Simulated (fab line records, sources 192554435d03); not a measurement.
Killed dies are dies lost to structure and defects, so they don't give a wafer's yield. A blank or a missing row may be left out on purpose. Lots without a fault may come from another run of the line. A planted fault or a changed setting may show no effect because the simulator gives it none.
Split-lot experiment | flow n5_finfet | 7 lots, 21 wafers read, on a route of 1938 steps

THE SPLIT
At N5_PASSIVATION_EXPOSE_41 (exposes mask PASS OPEN, defocus 0 nm, target cd 40000 nm), the setting dose_mj was moved away from the recipe's 57.25 on 9 of the 21 wafers read, by -5.7% to +5.4%. The other wafers ran this setting at the recipe's value.

FROM THE SPLIT TO THE READING: what the file shows between them, 3 steps
- N5_PASSIVATION_PEB_42
- N5_PASSIVATION_DEVELOP_43: develop time 60 s
- N5_PASSIVATION_HARDBAKE_45: time 120 s

THE READING
cd_nm, in nm, at N5_PASSIVATION_CD_MEAS_44 (target cd 40000 nm). Fault-free wafers of this fab line usually give 40001 nm, standard deviation 2.9 nm.

wafer  | tool, chamber at the split | dose_mj as run | against the recipe | cd_nm, nm | against lot-mates on the recipe
L076.1 | krf_scanner-02, 0          | 54.88          | -4.1%              | 39988     | no lot-mate on the recipe
L076.2 | krf_scanner-02, 0          | 54.88          | -4.1%              | 39986     | no lot-mate on the recipe
L076.5 | krf_scanner-02, 0          | 54.88          | -4.1%              | 39985     | no lot-mate on the recipe
L077.4 | krf_scanner-01, 0          | 57.25          | recipe             | 40000     | -
L077.5 | krf_scanner-01, 0          | 57.25          | recipe             | 40003     | -
L077.6 | krf_scanner-01, 0          | 59.65          | +4.2%              | 40018     | +16
L082.1 | krf_scanner-02, 0          | 57.25          | recipe             | 40006     | -
L082.2 | krf_scanner-02, 0          | 60.37          | +5.4%              | 40021     | +15
L082.5 | krf_scanner-02, 0          | 60.37          | +5.4%              | 40021     | +15
L084.2 | krf_scanner-02, 0          | 57.25          | recipe             | 40003     | -
L084.5 | krf_scanner-02, 0          | 57.25          | recipe             | 40001     | -
L084.6 | krf_scanner-02, 0          | 57.25          | recipe             | 40003     | -
L089.1 | krf_scanner-02, 0          | 53.98          | -5.7%              | 39978     | -22
L089.4 | krf_scanner-02, 0          | 57.25          | recipe             | 40000     | -
L089.6 | krf_scanner-02, 0          | 57.25          | recipe             | 40000     | -
L093.2 | krf_scanner-02, 0          | 57.25          | recipe             | 39999     | -
L093.4 | krf_scanner-02, 0          | 59.48          | +3.9%              | 40012     | +14
L093.5 | krf_scanner-02, 0          | 57.25          | recipe             | 39997     | -
L094.1 | krf_scanner-02, 0          | 57.25          | recipe             | 40004     | -
L094.2 | krf_scanner-02, 0          | 57.25          | recipe             | 39998     | -
L094.4 | krf_scanner-02, 0          | 56.09          | -2.0%              | 39996     | -5

THE FIT
A straight line over all 21 wafers: cd_nm changes by +3.64 nm for each +1% of dose_mj; r = +0.98; the points scatter about the line by 2.4 nm.
The same after taking each lot's own level away (the mean of its wafers on the recipe; 18 wafers): +3.3 nm for each +1%; r = +0.98; scatter 2 nm.
On that fit, the largest move of dose_mj shifts the reading by 19 nm.
The lots' own levels span 39998.0 to 40006.0 nm, that is 2.8 times the standard deviation above.
So the lot-to-lot level changes the slope: the two fits differ.
Check: with one of the wafers moved furthest among these (-5.7%) left out of the fit, the line predicts -17.2 nm for it against its lot-mates. It came out at -22 nm against them.

OTHER SPLITS ON THESE WAFERS
These wafers also went through other splits before the reading. Each is held against what the fit with the lots' levels taken away leaves over:
other split on the same wafers      | wafers away from the commonest value | r with cd_nm (lot level and that fit taken away)
N5_PASSIVATION_VIA_ETCH_13 source_w | 8                                    | +0.36

THE FILE'S OWN FIT
cd_nm changes by +3.49 nm for each +1% of dose_mj, r = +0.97.
